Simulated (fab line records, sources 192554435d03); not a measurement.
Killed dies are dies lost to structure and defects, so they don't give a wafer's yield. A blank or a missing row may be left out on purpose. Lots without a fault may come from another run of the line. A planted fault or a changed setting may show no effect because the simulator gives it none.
fab line records | flow n5_finfet
record lots=4 wafers=12 last_day=16
route steps=1938 shown SDB@361 DUMMY_REMOVAL@377 HKMG_FIN@385 GATE_CUT@469 BEOL_M4@1111 PASSIVATION@1936
lots that met no fault: from a run of the same line without faults
start_h: hours from the record's first day to the start of the lot's first wafer shown | wait_h: hours since the lot's step before | " the same as in the row above | L1.1+2: a row that stands for several wafers | - no value, or no start given | * or withheld: withheld | < > ~ a bound
route shown NAME@n: a module of which the file shows steps, and the number in the route of the first | usual: mean/standard deviation of fault-free wafers | same: alike in all rows | chamber/n: place in a boat | sites: the reading at each site | _std_site: their standard deviation | _edge_site: outer sites' mean less inner sites' | radius_mm: how far each site lies from the wafer's centre | mask NAME#n: copy n | behind: the tool/chamber that last shaped the wafer | hold: why the lot was held/for how many hours/how that ended | device: the transistor (n, p or np) that didn't switch | end of line: the same wafers' tests at the end of the route | a step without rows: its recipe alone | killed: dies lost to structure and defects at the first sort, not the wafer's yield | map: a wafer's dies, x killed, . not, _ none there
set.NAME: the setting as run; set.NAME@STEP: as run at that earlier step | model.NAME: the simulator's own value behind a step, which no gauge read
lots at some steps of the route; a table a step, a row a wafer
services: from which hour (start_h, from the record's first day; less than 0 if before it) a tool's chamber was out of use, for how many hours, and why
## steps
# step N5_SDB_ETCH_18
# recipe chemistry=N2/H2 target=SOC target_depth_a=1000 overetch_a=200 mask_material=SiARC temp_c=40 time_s=150 ion_energy_ev=200 pressure_mtorr=30 source_w=840 bias_w=150 n2_flow_sccm=200 h2_flow_sccm=200
# step N5_SDB_STRIP_19
# recipe chemistry=N2/H2 temp_c=40 n2_flow_sccm=200 h2_flow_sccm=200 rf_frequency_hz=6e+07
# step N5_SDB_STRIP_21
# recipe chemistry=CF4 resist=SiARC power_w=300 bias_power_w=75 pressure_mtorr=50 cf4_flow_sccm=150 rf_frequency_hz=6e+07
# step N5_SDB_HM_OPEN_20
# recipe chemistry=CH3F/O2 target=SiNx mask_material=SOC target_depth_a=240 stop_on=poly-Si over_etch_frac=0.4 ion_energy_ev=120 pressure_mtorr=30 source_w=395 bias_w=73 Ar_flow_sccm=150 CH3F_flow_sccm=30 O2_flow_sccm=20
# step N5_SDB_STRIP_22
# recipe chemistry=N2/H2 power_w=1000 temp_c=250 h2_frac=0.65 overash_fraction=0.3 pressure_mtorr=withheld n2_flow_sccm=1750 h2_flow_sccm=3250
# step N5_SDB_PRECLEAN_23
# recipe chemistry=dHF time_s=30 temp_c=25 dilution=withheld
# step N5_SDB_DUMMY_REMOVE_24
# recipe chemistry=TMAH temp_c=70 target=poly-Si stop_on=SiO2 target_depth_nm=142 conc_wt_pct=5 time_s=57 dry=ipa_marangoni rinse_time_s=30 rinse_temp_c=23
# step N5_SDB_ETCH_25
# recipe chemistry=C4F6/O2 target=SiO2 target_depth_a=100 time_s=3.3 ion_energy_ev=250 mask_material=SiNx pressure_mtorr=30 source_w=345 bias_w=185 Ar_flow_sccm=300 C4F6_flow_sccm=10 O2_flow_sccm=10
# step N5_SDB_CUT_ETCH_26
# recipe chemistry=HBr/Cl2/O2 target=Si target_depth_a=1296 bt_time_s=20 mask_material=SiNx time_s=51.8 ion_energy_ev=* bias_w=* pressure_mtorr=10 icp_w=800 HBr_flow_sccm=150 Cl2_flow_sccm=80 O2_flow_sccm=12
# step N5_SDB_PRECLEAN_38
# recipe chemistry=dHF time_s=10 dilution=750:1 temp_c=25
# step N5_SDB_PRECLEAN_39
# recipe chemistry=O3/DIW time_s=45 temp_c=22 o3_ppm=10
# step N5_SDB_SRD_28
# recipe dry=ipa_marangoni time_s=30 temp_c=23 rinse_liquid=diw
# step N5_SDB_ALD_29
# recipe material=SiNx target_thk_a=300 temp_c=400 ald_precursor_family=SiH2I2 ald_co_reactant=N2/H2-plasma pulse_time_s=1 ald_cycles=600 purge_time_s=2 co_reactant_purge_time_s=2 pressure_torr=2
# usual ald_cycles=600/0 heater_power_w=823/70 precursor_pulse_height_rel=0.996/0.02
# columns lot.wafer tool chamber start_h wait_h ald_cycles heater_power_w precursor_pulse_height_rel model.SiNx_of_SDB_ALD_29.thk_nm
L599.1 ald_sin-02 1 115.62 0.2 869 909 0.998 43.8
L599.2 " 0 " " 600 784 0.982 30.2
L599.5 " 3 116.97 1.5 869 815 1.020 43.8
L601.1 ald_sin-02 3 129.42 0.0 869 810 0.959 43.8
L601.3 " 0 " " 600 809 0.998 30.2
L601.4 " 2 " " 600 793 0.984 29.8
L607.2 ald_sin-01 0 164.25 0.0 600 771 1.003 29.8
L607.3 " 2 " " 600 724 1.008 30
L607.5 " 2 165.60 1.4 600 721 0.966 30.2
L611.2 ald_sin-02 3 187.41 0.0 600 821 0.925 30.2
L611.3 " 1 " " 600 920 0.985 30.2
L611.5 " 0 188.76 1.4 600 800 0.992 30
# step N5_SDB_CMP_30
# recipe stop_on=poly-Si t_overpolish_s=1.54 post_cmp_clean=alkaline_brush down_force_psi=4.1491 platen_rpm=51.796 pad_velocity_m_s=1.0306 target_thk_nm=30
# step N5_DUMMY_REMOVAL_HM_STRIP_01
# recipe chemistry=CH3F/O2 material=SiNx target_depth_a=40 stop_on=poly-Si time_s=6.8 over_etch_frac=0.3 ion_energy_ev=60 power_w=410 bias_w=29 Ar_flow_sccm=150 CH3F_flow_sccm=30 O2_flow_sccm=20
# step N5_DUMMY_REMOVAL_STRIP_10
# recipe chemistry=N2/H2 time_s=40 power_w=100 temp_c=40 pressure_mtorr=100 rf_frequency_hz=6e+07 bias_power_w=3 n2_flow_sccm=300 h2_flow_sccm=300
# step N5_DUMMY_REMOVAL_PRECLEAN_07
# recipe chemistry=dHF time_s=30 temp_c=25 dilution=withheld
# step N5_DUMMY_REMOVAL_DUMMY_REMOVE_02
# recipe chemistry=TMAH temp_c=70 target=poly-Si stop_on=SiO2 target_depth_nm=142 conc_wt_pct=5 time_s=57 dry=ipa_marangoni rinse_time_s=30 rinse_temp_c=23
# step N5_DUMMY_REMOVAL_PRECLEAN_08
# recipe chemistry=NF3:NH3 afs_cycles=2 temp_c=30 time_s=20 sublimation_temp_c=180 sublimation_time_s=60 pressure_torr=3 rf_power_w=30
# step N5_DUMMY_REMOVAL_PRECLEAN_04
# recipe chemistry=DHF time_s=37 temp_c=25 dilution=500:1
# step N5_DUMMY_REMOVAL_SRD_05
# recipe dry=ipa_marangoni do_ppb=5 time_s=30 temp_c=23 rinse_liquid=diw
# step N5_HKMG_FIN_IL_REGROW_00
# recipe material=SiO2 target_thk_a=7.5 chemistry=O3 temp_c=withheld time_s=30
# step N5_HKMG_FIN_HK_ALD_01
# recipe material=HfO2 target_thk_a=16 temp_c=withheld ald_precursor_family=HfCl4 ald_co_reactant=H2O pulse_time_s=3 purge_time_s=3 co_reactant_purge_time_s=2.5 co_reactant_pulse_time_s=0.3 ald_cycles=30
# step N5_HKMG_FIN_HK_ANNEAL_02
# recipe temp_c=700 time_s=30 ambient=N2 idle_temp_c=600 ramp_up_c_per_s=150 ramp_down_c_per_s=60 cool_to_c=600
# step N5_HKMG_FIN_ALD_74
# recipe material=La2O3 target_thk_a=5 temp_c=250 ald_precursor_family=La-Cp ald_co_reactant=O3 pulse_time_s=6 co_reactant_pulse_time_s=1 purge_time_s=3 co_reactant_purge_time_s=3
# step N5_HKMG_FIN_ALD_75
# recipe material=Al2O3 target_thk_a=10 temp_c=150 ald_precursor_family=TMA ald_co_reactant=H2O pulse_time_s=withheld co_reactant_pulse_time_s=1
# step N5_HKMG_FIN_COAT_41
# recipe resist=SOC temp_c=250 time_s=60 spin_rpm=1500 resist_thk_nm=300
# step N5_HKMG_FIN_COAT_42
# recipe resist=SiARC temp_c=220 time_s=60 spin_rpm=1500 resist_thk_nm=35
# step N5_HKMG_FIN_COAT_43
# recipe resist=CAR-ArF spin_rpm=1500 resist_thk_nm=90
# step N5_HKMG_FIN_EBR_45
# recipe solvent=PGMEA ebr_width_mm=1.5
# step N5_HKMG_FIN_SOFTBAKE_44
# recipe temp_c=110 time_s=60 resist=CAR-ArF
# step N5_HKMG_FIN_EXPOSE_46
# recipe mask_id=NDIPOLE na=1.35 source_shape=conventional sigma_outer=0.8 polarization=unpolarized dose_mj=40
# step N5_HKMG_FIN_PEB_47
# recipe peb_temp_c=withheld peb_time_s=60 resist=CAR-ArF
# step N5_HKMG_FIN_DEVELOP_48
# recipe develop_time_s=30 developer=TMAH resist=CAR-ArF rinse_liquid=diw dry=air_spin dev_temp_c=23
# step N5_HKMG_FIN_DESCUM_53
# recipe chemistry=O2 time_s=7.9 source_power_w=50 bias_power_w=20 pressure_mtorr=20 rf_frequency_hz=2.712e+07 temp_c=40 resist=CAR-ArF o2_flow_sccm=225
# step N5_HKMG_FIN_ETCH_54
# recipe chemistry=CF4 target=SiARC target_depth_a=455 mask_material=CAR-ArF time_s=75.8 ion_energy_ev=80 pressure_mtorr=40 source_w=545 bias_w=36 Ar_flow_sccm=100 cf4_flow_sccm=100 ends=cleared
# step N5_GATE_CUT_ETCH_58
# recipe chemistry=CH3F/O2 target=SiNx target_depth_a=170 time_s=128.6 ion_energy_ev=50 pressure_mtorr=30 source_w=415 bias_w=21 Ar_flow_sccm=150 CH3F_flow_sccm=30 O2_flow_sccm=20
# usual CH3F_flow_sccm=30.01/0.095 drypump_motor_current_A=5.5/0.5 oes_product_au=0.79/0.075 rf_vpp_V=99.4/1 showerhead_plenum_p_Torr=2.04/0.083 throttle_valve_pct=16.39/0.18
# columns lot.wafer tool chamber start_h wait_h CH3F_flow_sccm drypump_motor_current_A oes_product_au rf_hours_counter_h rf_vpp_V showerhead_plenum_p_Torr throttle_valve_pct model.SiNx_of_SDB_ALD_29.thk_nm
L599.1 rie_diel-03 3 128.94 0.2 29.91 5.8 0.78 93 100.0 2.10 16.31 24.6
L599.2 " 1 " " 30.04 5.2 0.74 140 98.5 2.01 16.55 24.8
L599.5 " 2 " " 30.12 6.4 0.76 - 101.1 2.08 16.12 24.4
L601.1 rie_diel-02 0 142.89 0.3 29.99 5.3 0.75 158 98.5 2.01 16.60 24.2
L601.3 " 3 " " 30.14 5.6 0.88 43 100.6 2.13 16.29 24.8
L601.4 " 1 " " 29.99 4.9 0.72 193 96.6 1.92 16.10 24.6
L607.2 rie_diel-02 2 177.51 0.0 30.07 6.0 0.78 110 99.3 1.85 16.60 24.4
L607.3 " 3 " " 30.14 5.6 0.86 52 99.4 2.13 16.32 24.6
L607.5 " 2 " " 29.91 6.0 0.79 - 98.3 1.85 16.59 24.6
L611.2 rie_diel-01 3 201.46 0.0 30.22 5.2 0.76 163 98.6 2.01 16.60 24.8
L611.3 " 2 " " 29.93 4.8 0.92 24 99.2 2.13 16.20 24.6
L611.5 " 1 " " 29.93 5.8 0.85 - 100.0 2.10 16.35 24.6
# step N5_BEOL_M4_RC_MEAS_101
# usual DIBL_N=35.9/1.9 DIBL_P=35.8/2.4 IOFF_N=0.15/0.031 IOFF_P=0.21/0.037 ION_N=672/13 ION_P=462/8.3 SS_N=71.5/0.72 SS_P=73.2/0.67 VT_N=250/3.4 VT_P=-250/3.4
# columns lot.wafer tool chamber start_h wait_h DIBL_N[mV/V] DIBL_P[mV/V] IOFF_N[nA/um] IOFF_P[nA/um] ION_N[uA/um] ION_P[uA/um] SS_N[mV/dec] SS_P[mV/dec] VT_N[mV] VT_P[mV]
L599.1 prober-02 0 205.25 0.0 35.2 35.0 0.14 0.16 668 451 72.1 72.8 253 -255
L599.2 " 0 " " 35.7 36.2 0.15 0.18 663 458 72.5 74.0 250 -255
L599.5 " 0 " " 36.9 37.3 0.16 0.19 686 464 71.8 73.7 248 -255
L601.1 prober-01 0 225.61 0.0 34.0 34.9 0.12 0.18 662 458 70.9 72.8 252 -252
L601.3 " 0 " " 35.9 34.7 0.14 0.17 649 443 72.2 73.1 252 -254
L601.4 " 0 " " 37.3 38.4 0.19 0.23 693 468 71.4 73.0 244 -248
L607.2 prober-01 0 264.47 0.2 34.8 33.7 0.13 0.17 664 455 71.0 73.2 253 -254
L607.3 " 0 " " 35.0 35.1 0.13 0.19 668 458 70.9 73.4 250 -251
L607.5 " 0 " " 35.1 35.4 0.15 0.19 676 463 70.8 73.2 250 -251
L611.2 prober-01 0 295.96 0.2 35.3 34.8 0.16 0.20 683 466 70.5 72.8 247 -248
L611.3 " 0 " " 32.0 31.7 0.10 0.16 664 462 69.9 71.9 256 -253
L611.5 " 0 " " 33.2 32.1 0.12 0.17 672 469 69.5 72.0 253 -249
# step N5_PASSIVATION_PROBE_49
# usual defect_limited_yield=91.6/1.2 killed_at_M0_to_M3=33/9.4 killed_at_M4_up=13/5.2 killed_at_contacts=13/5.6 killed_at_front_end=37/9.5 killed_at_other=4/3.1 killed_dies=99/15 killed_on_rim=13/3.6 killed_open=65/11 killed_short=32/7.5 sort_bin_5_function=4.9/0.77 sort_bin_6_memory=3.1/0.65 sort_n_pass=1081/15 sort_yield_pct=91.6/1.2
# same gross_dies=1180 killed_at_back_side=0 sort_bin_4_leakage[%]=0 sort_bin_8_speed[%]=0
# columns lot.wafer tool chamber start_h wait_h defect_limited_yield[%] killed_at_M0_to_M3 killed_at_M4_up killed_at_contacts killed_at_front_end killed_at_other killed_dies killed_on_rim killed_open killed_short sort_bin_5_function[%] sort_bin_6_memory[%] sort_n_pass sort_yield_pct[%]
L601.1 prober-01 - 339.76 0.0 93.2 33 14 4 23 6 80 9 52 28 3.8 2.7 1100 93.2
L601.3 prober-01 - 339.86 0.1 92.5 22 9 12 36 9 88 13 57 31 4.6 2.7 1092 92.5
L601.4 prober-01 - 339.91 0.2 91.5 30 10 16 32 12 100 15 62 37 5.3 2.6 1080 91.5
L607.3 prober-01 - 374.88 0.1 90.2 42 16 24 34 0 116 14 82 33 6.0 3.8 1064 90.2
# killed by level:class
L601.1 BEOL_M0_SAQP:geometric_particle:short=10 BEOL_M0_SAQP:geometric_particle:open=9 BEOL_M4:geometric_particle:open=8 STI_FIN_REVEAL:geometric_particle:open=7 BEOL_M2:geometric_particle:open=6 FIN_SAQP:geometric_particle:open=5 BEOL_M3:geometric_particle:open=5 MOL_CONTACT_COAG:geometric_particle:open=4
L601.3 STI_FIN_REVEAL:geometric_particle:open=10 BEOL_M2:geometric_particle:open=8 MOL_CONTACT_COAG:geometric_particle:open=7 STARTING-WAFER:geometric_particle:short=6 MOL_CONTACT_COAG:geometric_particle:short=5 BEOL_M0_SAQP:geometric_particle:short=4 FIN_SAQP:geometric_particle:short=3 DUMMY_GATE:geometric_particle:open=3
L601.4 MOL_CONTACT_COAG:geometric_particle:open=14 FIN_SAQP:geometric_particle:short=8 BEOL_M2:geometric_particle:open=8 BEOL_M3:geometric_particle:open=8 PAD_METAL:geometric_particle:short=6 ILD0:geometric_particle:short=6 BEOL_M0_SAQP:geometric_particle:open=6 STI_FIN_REVEAL:geometric_particle:open=5
L607.3 MOL_CONTACT_COAG:geometric_particle:open=19 BEOL_M0_SAQP:geometric_particle:short=7 BEOL_M0_SAQP:geometric_particle:open=7 BEOL_M2:geometric_particle:open=7 BEOL_M3:geometric_particle:open=7 FIN_SAQP:geometric_particle:open=6 FIN_SAQP:geometric_particle:short=5 STI_FIN_REVEAL:geometric_particle:open=5
## services
# columns tool chamber start_h hours kind
rie_diel-01 2 95.05 - clean
rie_diel-01 2 95.05 - consumable_replace:focus_ring
rie_diel-01 2 95.05 - consumable_replace:showerhead
rie_diel-01 2 95.05 24.1 scheduled_down
rie_diel-01 2 95.05 24.1 vent_cycle
ald_sin-02 0 99.25 - clean
ald_sin-02 1 99.25 - clean
ald_sin-02 2 99.25 - clean
ald_sin-02 3 99.25 - clean
rie_diel-02 2 100.33 12.5 repair
rie_diel-01 - 127.88 1.2 repair
rie_diel-03 - 138.91 0.2 repair
ald_sin-02 1 145.62 15.5 repair
rie_diel-03 2 153.41 8.3 repair
ald_sin-01 3 161.83 3.1 repair
rie_diel-03 1 168.76 2.7 repair
ald_sin-02 - 171.60 0.4 repair
rie_diel-01 1 178.44 15.9 repair
## key
first_sign step=N5_SDB_ALD_29 reading=ald_cycles direction=up sigmas=99+ usual=* struck=*
effect none on later readings
model_effect step=N5_SDB_ALD_29 value=SiNx_of_SDB_ALD_29.thk_nm without=30.4 struck=43.8
model_effect step=N5_GATE_CUT_ETCH_58 value=SiNx_of_SDB_ALD_29.thk_nm without=24.87 struck=24.4
met_at N5_SDB_ALD_29
struck_wafers L599.1,L599.5,L601.1
fault kind=process_parameter_drift tool=ald_sin-02 chamber=- onset_h=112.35 steps=N5_SDB_ALD_29 channel=ald_cycles offset=* shape=step end_h=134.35 scope=struck_wafers_only acts_in=* stated=*
